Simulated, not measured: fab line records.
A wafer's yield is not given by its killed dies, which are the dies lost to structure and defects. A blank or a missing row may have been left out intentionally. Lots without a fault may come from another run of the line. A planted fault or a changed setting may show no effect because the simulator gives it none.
2 desks, one fault | flow nandHarc | every desk sees just its own numbers, and what lay behind them comes last

== TOOL OWNER'S DESK, lithoTrack-01 ==
Per lot that ran on this tool, the mean of the sampled wafers carrying a number, from the tool's own readings at NHARC_P_M1_SOFTBAKE_04 (time 55 s). Marked OUT: a lot whose mean sits more than 4 standard deviations from the usual mean, which makes it out of limits; the brackets give that distance.
Columns: A = heaterPowerTotalW at NHARC_P_M1_SOFTBAKE_04, usual 188.45 W
lot  | first seen here | A
L113 | day 9 12:00     | 188.39
L117 | day 11 03:00    | 188.40
L121 | day 13 00:00    | 188.37
L123 | day 14 01:00    | 192.33 (+32) OUT
L125 | day 14 07:00    | 192.36 (+33) OUT
This desk's verdict: out of limits on L123, L125, starting with L123 at day 14 01:00 (heaterPowerTotalW at NHARC_P_M1_SOFTBAKE_04). L113, L117, L121: within limits.

== AT THE METROLOGY DESK ==
What the gauges read, lot by lot, whatever tool the lot ran on: means of the sampled wafers that have a number. Marked OUT: a lot whose mean sits more than 4 standard deviations from the usual mean, which makes it out of limits; the brackets give that distance.
Columns: A = cdNm at NHARC_P_M1_CD_MEAS_09, usual 130.0 nm
lot  | first seen here | A
L105 | day 6 03:40     | 130.6
L107 | day 6 22:32     | 129.3
L108 | day 7 14:19     | 130.7
L111 | day 8 14:33     | 130.0
L110 | day 8 15:28     | 130.2
L113 | day 9 12:26     | 130.1
L117 | day 11 03:29    | 130.1
L121 | day 13 00:25    | 130.1
L123 | day 14 02:16    | 129.8
L125 | day 14 07:41    | 128.9
L126 | day 14 20:15    | 130.3
L128 | day 15 12:29    | 129.9
Result from this desk: across the 12 lots, nothing is out of limits.

== ALL TOGETHER ==
The tool owner's desk had the chance to raise an alarm at day 14 01:00 on L123, L125.
Nothing out of limits was seen by the metrology desk.
The metrology desk holds a record of L123, L125, inside its limits.
The lots listed all ran NHARC_P_M1_SOFTBAKE_04 on lithoTrack-01.

== WHAT THE SIMULATOR HAD INSERTED ==
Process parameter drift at NHARC_P_M1_SOFTBAKE_04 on lithoTrack-01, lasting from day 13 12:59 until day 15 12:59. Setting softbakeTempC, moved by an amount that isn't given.
Shown lots that were struck: L123, L125.
Delay in hours, fault start to first out-of-limits reading, by desk: the tool owner's desk at 12.
